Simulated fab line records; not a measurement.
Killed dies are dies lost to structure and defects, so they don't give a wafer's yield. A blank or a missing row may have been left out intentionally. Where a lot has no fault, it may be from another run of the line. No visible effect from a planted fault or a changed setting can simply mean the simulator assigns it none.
fab line records | flow n5_finfet
record: lots: 8 wafers: 24 last_day: 18
route steps=1938 shown BEOL_M4@1111 BEOL_M12@1608 PASSIVATION@1936
lots untouched by any fault: they come from a run of this same line in which no faults occurred
start_h: hours from the record's opening day to when the first of the lot's shown wafers began | wait_h: how many hours have passed since the lot's step before this one | " as in the row above | L1.1+2: several wafers, shown together as one row | - no value, or no start was given | * or withheld: withheld | < > ~ a bound
route shown NAME@n: a module of which the file shows steps, and the number in the route of the first | usual: average and standard deviation across the fault-free wafers | same: alike in all rows | chamber/n: place in a boat | sites: per-site readings | _std_site: the values' standard deviation | _edge_site: mean of outer sites minus mean of inner sites | radius_mm: how far each site lies from the wafer's centre | mask NAME#n: copy n | behind: the tool/chamber that last shaped the wafer | hold: reason for holding the lot/hours on hold/outcome of the hold | device: whichever transistor did not switch (one of n, p or np) | end of line: at the end of the route, the tests of the same wafers | a step without rows: its recipe alone | killed: the dies lost at the first sort to structure and to defects; this is not the yield of the wafer | map: shows each die of a wafer: x if killed, . if not, _ if none is there
set.NAME: the setting that was run; set.NAME@STEP: the one run at that earlier step | model.NAME: the simulator's own value behind a step, which no gauge read
route steps across a sampled set of lots; one table per step, one row per wafer
services: when a tool's chamber went out of use (start_h, in hours from the record's first day, below 0 if earlier), for how many hours, and the reason
== steps ==
step: N5_BEOL_M4_RC_MEAS_101
usual: DIBL_N: 36.2/1.6 DIBL_P: 36.1/2 IOFF_N: 0.16/0.032 IOFF_P: 0.22/0.036 ION_N: 672/11 ION_P: 463/7.5 SS_N: 71.4/0.58 SS_P: 73.2/0.67 VT_N: 250/3.3 VT_P: -250/3.3
columns lot.wafer tool chamber start_h wait_h DIBL_N[mV/V] DIBL_P[mV/V] IOFF_N[nA/um] IOFF_P[nA/um] ION_N[uA/um] ION_P[uA/um] SS_N[mV/dec] SS_P[mV/dec] VT_N[mV] VT_P[mV]
L149.1 prober-01 0 175.49 0.0 35.8 35.9 0.15 0.24 678 477 71.1 73.3 249 -246
L149.5 " 0 " " 33.8 32.6 0.11 0.19 659 464 70.3 72.6 253 -251
L149.6 " 0 " " 35.6 34.7 0.15 0.22 672 470 71.3 72.8 248 -247
L165.1 prober-02 0 273.13 0.0 34.6 34.6 0.12 0.18 661 458 71.6 72.5 254 -253
L165.2 " 0 " " 35.1 35.6 0.13 0.19 667 461 71.1 72.6 254 -250
L165.5 " 0 " " 36.8 38.2 0.15 0.23 679 470 72.1 73.9 251 -250
L162.1 prober-01 0 278.71 0.0 34.1 34.8 0.13 0.16 669 455 71.1 72.4 252 -256
L162.3 " 0 " " 35.1 36.3 0.14 0.18 668 459 70.8 72.5 252 -256
L162.5 " 0 " " 34.9 35.6 0.13 0.17 656 444 70.9 73.1 254 -255
L166.1 prober-02 0 286.14 0.0 34.9 35.6 0.14 0.23 668 463 71.3 73.1 253 -246
L166.2 " 0 " " 32.7 32.1 0.12 0.18 677 467 70.6 72.5 251 -248
L166.3 " 0 " " 37.0 37.2 0.19 0.27 681 472 71.7 73.3 245 -244
L169.2 prober-02 0 294.98 0.2 33.0 30.8 0.11 0.15 649 449 71.1 72.6 257 -254
L169.3 " 0 " " 38.4 38.8 0.20 0.27 676 463 71.9 74.0 248 -244
L169.4 " 0 " " 35.4 34.2 0.13 0.19 670 463 71.2 72.6 251 -249
L168.2 prober-02 0 305.23 0.2 40.5 38.1 0.21 0.27 666 462 71.8 73.7 246 -247
L168.4 " 0 " " 37.6 34.2 0.15 0.20 660 462 71.4 72.6 250 -250
L168.5 " 0 " " 38.3 34.9 0.16 0.20 653 457 71.7 72.8 251 -250
L167.1 prober-02 0 317.33 0.0 35.7 34.4 0.15 0.18 675 458 71.3 73.4 250 -255
L167.4 " 0 " " 35.1 34.1 0.15 0.17 665 449 71.9 73.3 252 -251
L167.5 " 0 " " 36.1 35.5 0.16 0.19 679 455 71.9 73.0 249 -251
L171.1 prober-02 0 339.85 0.0 38.7 39.5 0.20 0.25 694 469 72.4 73.6 244 -246
L171.5 " 0 " " 36.5 37.2 0.16 0.22 679 470 72.2 73.4 250 -247
L171.6 " 0 " " 34.7 35.7 0.13 0.20 661 465 71.4 72.2 252 -252
step: N5_BEOL_M12_EXPOSE_07
recipe: mask_id: V11 na: 0.93 source_shape: conventional sigma_outer: 0.6 polarization: unpolarized attpsm_phase_deg: 180 dose_mj: 32.5
columns lot.wafer tool chamber start_h wait_h mask
L149.1+5+6 krf_scanner-01 0 247.23 - V11#0
L165.1+2+5 krf_scanner-02 0 337.97 - V11#0
L162.1+3+5 krf_scanner-02 0 348.43 - V11#0
L166.1+2+3 krf_scanner-01 0 353.74 - V11#0
L169.2+3+4 krf_scanner-01 0 355.70 - V11#0
L168.2+4+5 krf_scanner-01 0 368.03 - V11#0
L167.1+4+5 krf_scanner-01 0 384.14 - V11#0
L171.1+5+6 krf_scanner-02 0 404.61 - V11#0
step: N5_BEOL_M12_CD_MEAS_10
recipe: target_cd_nm: 140 landing_energy_ev: 500 detector: se_inlens polarity: opening
usual: cd_nm: 140.5/1.5
columns lot.wafer tool chamber start_h wait_h cd_nm
L149.1 cd_sem-01 0 247.40 - 99.4
L149.5 " 0 " " 137.3
L149.6 " 0 " " 140.1
L165.1 cd_sem-01 0 338.14 - 140.7
L165.2 " 0 " " 140.8
L165.5 " 0 " " 140.8
L162.1 cd_sem-03 0 348.61 - 139.4
L162.3 " 0 " " 140.4
L162.5 " 0 " " 139.8
L166.1 cd_sem-02 0 353.92 - 142.8
L166.2 " 0 " " 140.5
L166.3 " 0 " " 141.0
L169.2 cd_sem-02 0 355.86 - 140.1
L169.3 " 0 " " 138.2
L169.4 " 0 " " 137.2
L168.2 cd_sem-02 0 368.19 - 140.6
L168.4 " 0 " " 141.3
L168.5 " 0 " " 138.8
L167.1 cd_sem-02 0 384.31 - 142.9
L167.4 " 0 " " 142.3
L167.5 " 0 " " 142.2
L171.1 cd_sem-01 0 404.78 - 140.0
L171.5 " 0 " " 137.9
L171.6 " 0 " " 134.5
step: N5_BEOL_M12_INSPECT_12
recipe: mode: adi inspect_instrument: macro
usual: raw_defect_count: 2.0/1.4
columns lot.wafer tool chamber start_h wait_h raw_defect_count
L149.1 defect_inspect-02 - 247.46 0.0 2
L149.5 " - " " 2
L149.6 " - " " 4
L165.1 defect_inspect-02 - 338.19 0.0 2
L165.2 " - " " 3
L165.5 " - " " 1
L162.1 defect_inspect-01 - 348.66 0.0 6
L162.3 " - " " 1
L162.5 " - " " 3
L166.1 defect_inspect-02 - 353.97 0.0 2
L166.2 " - " " 1
L166.3 " - " " 1
L169.2 defect_inspect-02 - 355.92 0.0 1
L169.3 " - " " 1
L169.4 " - " " 1
L168.2 defect_inspect-02 - 368.25 0.0 0
L168.4 " - " " 0
L168.5 " - " " 4
L167.1 defect_inspect-02 - 384.36 0.0 0
L167.4 " - " " 2
L167.5 " - " " 2
L171.1 defect_inspect-02 - 404.83 0.0 1
L171.5 " - " " 4
L171.6 " - " " 2
step: N5_BEOL_M12_VIA_ETCH_16
recipe: chemistry: C4F8/O2/Ar target: SiOC pressure_mtorr: 30 source_w: 3000 bias_w: 700 Ar_flow_sccm: 400 C4F8_flow_sccm: 15 O2_flow_sccm: 8 he_inner_torr: 15 he_outer_torr: 30 target_depth_a: 7248 time_s: withheld ion_energy_ev: 250 ends: cleared
usual: chamber_pressure_mTorr: 29.999/0.03 drypump_motor_current_A: 5.7/0.5 he_inner_torr: 15.00/0.031 oes_product_au: 0.75/0.069 rf_fwd_power_W: 2993/9.9 rf_vpp_V: 666/4 showerhead_plenum_p_Torr: 3.44/0.14 throttle_valve_pct: 24.10/0.23
columns lot.wafer tool chamber start_h wait_h chamber_pressure_mTorr drypump_motor_current_A he_inner_torr oes_product_au rf_fwd_power_W rf_vpp_V showerhead_plenum_p_Torr throttle_valve_pct
L149.1 rie_diel-06 2 247.58 0.0 30.026 5.5 15.03 0.74 2988 667 3.43 24.39
L149.5 " 3 " " 29.961 5.3 15.04 0.80 3000 664 3.34 23.80
L149.6 " 2 " " 30.023 5.5 14.97 0.75 3001 667 3.43 24.39
L165.1 rie_diel-01 1 338.31 0.0 29.958 6.7 15.03 0.77 2984 663 3.32 24.31
L165.2 " 2 " " 29.936 5.2 15.01 0.78 3007 663 3.33 23.75
L165.5 " 1 " " 29.985 6.7 15.00 0.77 2991 661 3.32 24.31
L162.1 rie_diel-02 0 348.78 0.0 30.013 5.6 14.99 0.61 2982 660 3.21 24.21
L162.3 " 3 " " 29.982 6.5 14.99 0.86 2999 672 3.61 23.60
L162.5 " 3 " " 29.987 6.6 15.03 0.86 3003 672 3.61 23.60
L166.1 rie_diel-02 1 354.11 0.0 30.052 5.4 14.98 0.80 2978 672 3.63 24.12
L166.2 " 2 " " 30.001 5.4 15.01 0.75 2999 672 3.60 24.19
L166.3 " 3 " " 30.008 6.5 15.01 0.85 2980 671 3.61 23.61
L169.2 rie_diel-01 0 356.04 0.0 29.979 6.0 15.03 0.66 2987 665 3.42 24.34
L169.3 " 2 " " 29.891 5.1 15.00 0.77 3001 663 3.32 23.75
L169.4 " 1 " " 29.999 6.7 14.99 0.76 2991 663 3.32 24.33
L168.2 rie_diel-01 0 368.37 0.0 29.983 6.0 14.99 0.65 2997 664 3.42 24.36
L168.4 " 1 " " 29.980 6.7 14.99 0.76 2986 663 3.32 24.33
L168.5 " 3 " " 29.996 6.1 15.01 0.74 2974 662 3.34 24.36
L167.1 rie_diel-01 0 384.48 0.0 29.942 6.0 14.99 0.65 3000 666 3.42 24.36
L167.4 " 2 " " 30.025 5.1 15.03 0.75 2990 663 3.32 23.75
L167.5 " 1 " " 29.988 6.7 15.03 0.74 2984 664 3.32 24.33
L171.1 rie_diel-01 0 404.95 0.0 30.015 6.0 15.00 0.65 2992 666 3.41 24.37
L171.5 " 3 " " 30.063 6.1 14.94 0.73 3001 661 3.34 24.40
L171.6 " 2 " " 30.044 5.1 15.00 0.75 2996 664 3.32 23.76
step: N5_BEOL_M12_STRIP_64
recipe: chemistry: N2/H2 power_w: 1000 temp_c: 250 h2_frac: 0.65 overash_fraction: 0.3 pressure_mtorr: withheld n2_flow_sccm: 1750 h2_flow_sccm: 3250
usual: drypump_motor_current_A: 5.9/0.56 heater_power_w: 347/37 oes_product_au: 0.715/0.005 strip_time_to_endpoint_s: 31.35/0.07 temp_c: 249.98/0.17
columns lot.wafer tool chamber start_h wait_h drypump_motor_current_A heater_power_w oes_product_au rf_hours_counter_h strip_time_to_endpoint_s temp_c
L149.1 plasma_asher-02 0 247.84 0.0 5.8 397 0.714 86 31.40 250.01
L149.5 " 1 " " 6.6 326 0.719 - 31.46 250.06
L149.6 " 0 " " 5.8 389 0.711 - 31.41 250.22
L165.1 plasma_asher-01 0 338.57 0.0 5.9 295 0.707 120 31.43 249.87
L165.2 " 1 " " 5.0 374 0.718 120 31.42 249.81
L165.5 " 0 " " 5.9 299 0.718 - 31.41 249.69
L162.1 plasma_asher-02 1 349.04 0.0 6.7 330 0.713 105 31.26 249.74
L162.3 " 1 " " 6.6 321 0.713 - 31.34 249.76
L162.5 " 1 " " 6.6 321 0.717 - 31.36 250.11
L166.1 plasma_asher-02 1 354.37 0.0 6.6 321 0.717 106 31.31 249.83
L166.2 " 0 " " 5.7 381 0.707 106 31.35 249.80
L166.3 " 1 " " 6.6 333 0.726 - 31.27 249.90
L169.2 plasma_asher-01 1 356.30 0.0 5.0 385 0.711 124 31.34 249.99
L169.3 " 1 " " 5.0 373 0.717 - 31.33 250.06
L169.4 " 0 " " 5.9 294 0.709 - 31.35 249.90
L168.2 plasma_asher-02 0 368.63 0.0 5.8 387 0.711 109 31.48 250.17
L168.4 " 1 " " 6.6 326 0.710 - 31.40 249.77
L168.5 " 0 " " 5.8 389 0.711 - 31.41 250.37
L167.1 plasma_asher-01 0 384.74 0.0 5.9 291 0.714 128 31.46 249.89
L167.4 " 0 " " 5.8 294 0.716 - 31.40 249.89
L167.5 " 1 " " 5.0 375 0.710 - 31.44 249.96
L171.1 plasma_asher-01 1 405.21 0.0 5.0 382 0.710 132 31.34 250.01
L171.5 " 0 " " 5.9 297 0.710 - 31.38 249.86
L171.6 " 1 " " 5.0 389 0.714 - 31.30 250.04
step: N5_BEOL_M12_CD_MEAS_17
recipe: target_cd_nm: 140 polarity: opening
usual: cd_nm: 140.7/1.8
columns lot.wafer tool chamber start_h wait_h cd_nm
L149.1 cd_sem-01 - 247.98 0.0 99.6
L149.5 " - " " 139.1
L149.6 " - " " 140.3
L165.1 cd_sem-01 - 338.72 0.0 140.5
L165.2 " - " " 140.6
L165.5 " - " " 140.8
L162.1 cd_sem-02 - 349.19 0.0 140.5
L162.3 " - " " 142.3
L162.5 " - " " 141.6
L166.1 cd_sem-01 - 354.52 0.0 141.6
L166.2 " - " " 140.0
L166.3 " - " " 142.5
L169.2 cd_sem-02 - 356.48 0.0 140.0
L169.3 " - " " 138.2
L169.4 " - " " 137.1
L168.2 cd_sem-02 - 368.78 0.0 140.4
L168.4 " - " " 140.4
L168.5 " - " " 140.9
L167.1 cd_sem-01 - 384.89 0.0 142.7
L167.4 " - " " 141.5
L167.5 " - " " 141.2
L171.1 cd_sem-01 - 405.36 0.0 139.4
L171.5 " - " " 138.0
L171.6 " - " " 134.5
step: N5_PASSIVATION_PROBE_49
usual: defect_limited_yield: 91.4/1.3 killed_at_M0_to_M3: 34/10 killed_at_M4_up: 14/5.6 killed_at_contacts: 13/5.9 killed_at_front_end: 37/9.9 killed_at_other: 3.5/2.8 killed_dies: 101/15 killed_on_rim: 13/3.9 killed_open: 67/12 killed_short: 32/6.6 sort_bin_5_function: 5.0/0.81 sort_bin_6_memory: 3.2/0.66 sort_n_pass: 1079/15 sort_yield_pct: 91.4/1.3
same: gross_dies: 1180 killed_at_back_side: 0 sort_bin_4_leakage[%]: 0 sort_bin_8_speed[%]: 0
columns lot.wafer tool chamber start_h wait_h defect_limited_yield[%] killed_at_M0_to_M3 killed_at_M4_up killed_at_contacts killed_at_front_end killed_at_other killed_dies killed_on_rim killed_open killed_short sort_bin_5_function[%] sort_bin_6_memory[%] sort_n_pass sort_yield_pct[%]
L149.1 prober-02 - 289.88 0.0 0 29 1092 17 35 7 1180 152 73 26 96.4 3.2 0 0
L149.5 prober-02 - 290.08 0.2 92.1 33 11 17 30 2 93 11 64 29 4.8 2.6 1087 92.1
L149.6 prober-02 - 290.13 0.3 92.1 35 3 16 35 4 93 16 55 38 4.7 2.9 1087 92.1
L165.1 prober-02 - 376.29 0.0 89.7 34 29 13 44 1 121 10 86 33 6.6 3.6 1059 89.7
L165.2 prober-02 - 376.34 0.1 91.4 34 13 18 31 6 102 10 65 36 4.7 3.7 1078 91.4
L165.5 prober-02 - 376.49 0.2 91.5 36 14 18 32 0 100 22 64 34 5.7 2.5 1080 91.5
L166.1 prober-01 - 395.85 0.0 93.6 26 12 4 25 9 76 16 45 29 4.0 2.0 1104 93.6
L166.2 prober-01 - 395.90 0.1 92.2 37 14 5 32 4 92 4 60 32 4.8 2.9 1088 92.2
L166.3 prober-01 - 395.95 0.1 91.2 40 4 17 39 4 104 14 58 45 5.2 3.5 1076 91.2
L171.1 prober-02 - 438.86 0.0 91.4 39 12 16 33 2 102 15 70 32 5.3 3.0 1078 91.4
L171.5 prober-02 - 439.06 0.2 91.6 37 19 20 20 3 99 13 67 30 5.0 3.1 1081 91.6
L171.6 prober-02 - 439.11 0.3 93.7 33 11 6 20 4 74 8 38 36 4.0 2.3 1106 93.7
killed by level:class
L149.1 BEOL_M12:area_expose=1078 MOL_CONTACT_COAG:geometric_particle:open=15 BEOL_M1:geometric_particle:open=11 STI_FIN_REVEAL:geometric_particle:open=10 BEOL_M3:geometric_particle:open=8 BEOL_M4:geometric_particle:open=8 GATE_CUT:geometric_particle:short=5 BEOL_M0_SAQP:geometric_particle:open=5
L149.5 MOL_CONTACT_COAG:geometric_particle:open=16 BEOL_M3:geometric_particle:open=9 BEOL_M1:geometric_particle:open=7 DUMMY_GATE:geometric_particle:open=6 STI_FIN_REVEAL:geometric_particle:open=5 GATE_CUT:geometric_particle:short=5 BEOL_M4:geometric_particle:open=5 FIN_SAQP:geometric_particle:short=4
L149.6 MOL_CONTACT_COAG:geometric_particle:open=11 FIN_SAQP:geometric_particle:short=10 BEOL_M1:geometric_particle:open=10 BEOL_M0:geometric_particle:open=7 FIN_SAQP:geometric_particle:open=6 GATE_CUT:geometric_particle:open=5 MOL_CONTACT_COAG:geometric_particle:short=5 GATE_CUT:geometric_particle:short=4
L165.1 BEOL_M4:geometric_particle:open=14 FIN_SAQP:geometric_particle:open=11 STI_FIN_REVEAL:geometric_particle:open=9 BEOL_M0_SAQP:geometric_particle:open=9 FIN_SAQP:geometric_particle:short=8 MOL_CONTACT_COAG:geometric_particle:open=8 BEOL_M3:geometric_particle:open=8 BEOL_M2:geometric_particle:open=7
L165.2 MOL_CONTACT_COAG:geometric_particle:open=16 BEOL_M1:geometric_particle:open=10 GATE_CUT:geometric_particle:short=6 BEOL_M0_SAQP:geometric_particle:open=5 BEOL_M2:geometric_particle:open=5 BEOL_M4:geometric_particle:open=5 FIN_SAQP:geometric_particle:short=4 BEOL_M3:geometric_particle:short=4
L165.5 MOL_CONTACT_COAG:geometric_particle:open=13 BEOL_M1:geometric_particle:open=7 BEOL_M2:geometric_particle:open=7 BEOL_M3:geometric_particle:open=7 STI_FIN_REVEAL:geometric_particle:open=6 GATE_CUT:geometric_particle:short=6 BEOL_M0_SAQP:geometric_particle:short=5 STARTING-WAFER:geometric_particle:short=5
L166.1 BEOL_M0_SAQP:geometric_particle:short=8 BEOL_M2:geometric_particle:open=8 BEOL_M4:geometric_particle:open=5 FIN_SAQP:geometric_particle:open=4 STI_FIN_REVEAL:geometric_particle:open=3 DUMMY_GATE:geometric_particle:open=3 GATE_CUT:geometric_particle:short=3 GATE_CUT:geometric_particle:open=3
L166.2 BEOL_M0_SAQP:geometric_particle:short=15 FIN_SAQP:geometric_particle:open=10 BEOL_M2:geometric_particle:open=9 BEOL_M4:geometric_particle:open=9 FIN_SAQP:geometric_particle:short=7 STI_FIN_REVEAL:geometric_particle:open=7 BEOL_M0_SAQP:geometric_particle:open=7 MOL_CONTACT_COAG:geometric_particle:open=4
L166.3 BEOL_M0_SAQP:geometric_particle:short=18 MOL_CONTACT_COAG:geometric_particle:open=15 BEOL_M0_SAQP:geometric_particle:open=10 STI_FIN_REVEAL:geometric_particle:open=6 DUMMY_GATE:geometric_particle:open=6 GATE_CUT:geometric_particle:short=6 FIN_SAQP:geometric_particle:short=5 BEOL_M1:geometric_particle:open=4
L171.1 BEOL_M0_SAQP:geometric_particle:open=14 MOL_CONTACT_COAG:geometric_particle:open=13 BEOL_M0_SAQP:geometric_particle:short=13 STI_FIN_REVEAL:geometric_particle:open=8 FIN_SAQP:geometric_particle:open=7 BEOL_M3:geometric_particle:open=6 FIN_SAQP:geometric_particle:short=4 BEOL_M4:geometric_particle:open=4
L171.5 MOL_CONTACT_COAG:geometric_particle:open=16 BEOL_M0_SAQP:geometric_particle:open=15 BEOL_M4:geometric_particle:open=10 BEOL_M0_SAQP:geometric_particle:short=9 BEOL_M2:geometric_particle:open=9 FIN_SAQP:geometric_particle:short=6 STI_FIN_REVEAL:geometric_particle:open=5 MOL_CONTACT_COAG:geometric_particle:short=4
L171.6 BEOL_M0_SAQP:geometric_particle:short=17 FIN_SAQP:geometric_particle:open=6 DUMMY_GATE:geometric_particle:open=5 BEOL_M1:geometric_particle:open=4 BEOL_M0_SAQP:geometric_particle:open=4 BEOL_M2:geometric_particle:open=4 GATE_CUT:geometric_particle:short=3 MOL_CONTACT_COAG:geometric_particle:short=3
== services ==
columns tool chamber start_h hours kind
rie_diel-01 0 231.78 6.0 repair
krf_scanner-02 0 236.77 - calibration
krf_scanner-01 - 243.01 1.3 repair
plasma_asher-02 - 255.00 1.6 repair
krf_scanner-01 0 258.22 - calibration
krf_scanner-02 - 259.11 0.8 pm
krf_scanner-01 - 259.68 0.8 repair
rie_diel-02 0 262.90 4.5 repair
plasma_asher-02 - 263.62 3.1 repair
rie_diel-02 3 287.94 - clean
rie_diel-02 3 287.94 - consumable_replace:focus_ring
rie_diel-02 3 287.94 - consumable_replace:showerhead
rie_diel-02 3 287.94 28.8 scheduled_down
rie_diel-02 3 287.94 28.8 vent_cycle
krf_scanner-02 - 308.54 1.3 pm
rie_diel-06 0 323.70 2.2 repair
rie_diel-02 0 353.41 - clean
rie_diel-02 0 353.41 - consumable_replace:focus_ring
krf_scanner-01 - 361.51 1.0 pm
krf_scanner-02 - 367.03 1.0 pm
plasma_asher-01 - 372.18 0.5 repair
krf_scanner-01 - 379.92 1.3 pm
krf_scanner-02 - 382.00 2.3 repair
krf_scanner-01 - 384.26 0.8 pm
== key ==
first_sign: step: N5_BEOL_M12_CD_MEAS_10 reading: cd_nm direction: down sigmas: 27 usual: 140.5 struck: 99.4
effect: step: N5_BEOL_M12_CD_MEAS_17 reading: cd_nm direction: down sigmas: 23 usual: 140.7 struck: 99.6
effect: step: N5_PASSIVATION_PROBE_49 reading: killed_at_M4_up direction: up sigmas: 99+ usual: 14 struck: 1092
more_kills_born_at: N5_BEOL_M12_EXPOSE_07@krf_scanner-01: 1078
met_at N5_BEOL_M12_EXPOSE_07
struck_lots L149
struck_wafers L149.1
later_rows_left_out L149.1
not_acting_at N5_BEOL_M12_INSPECT_12,N5_BEOL_M12_VIA_ETCH_16,N5_BEOL_M12_STRIP_64
fault: kind: process_parameter_drift tool: krf_scanner-01 chamber: - onset_h: 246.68 steps: N5_BEOL_M12_EXPOSE_07 channel: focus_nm offset: 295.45 shape: step end_h: 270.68 scope: struck_wafers_only
later_rows_left_out: the simulator's readings of these wafers behind a module that went badly wrong aren't trusted and aren't shown, but for the sort
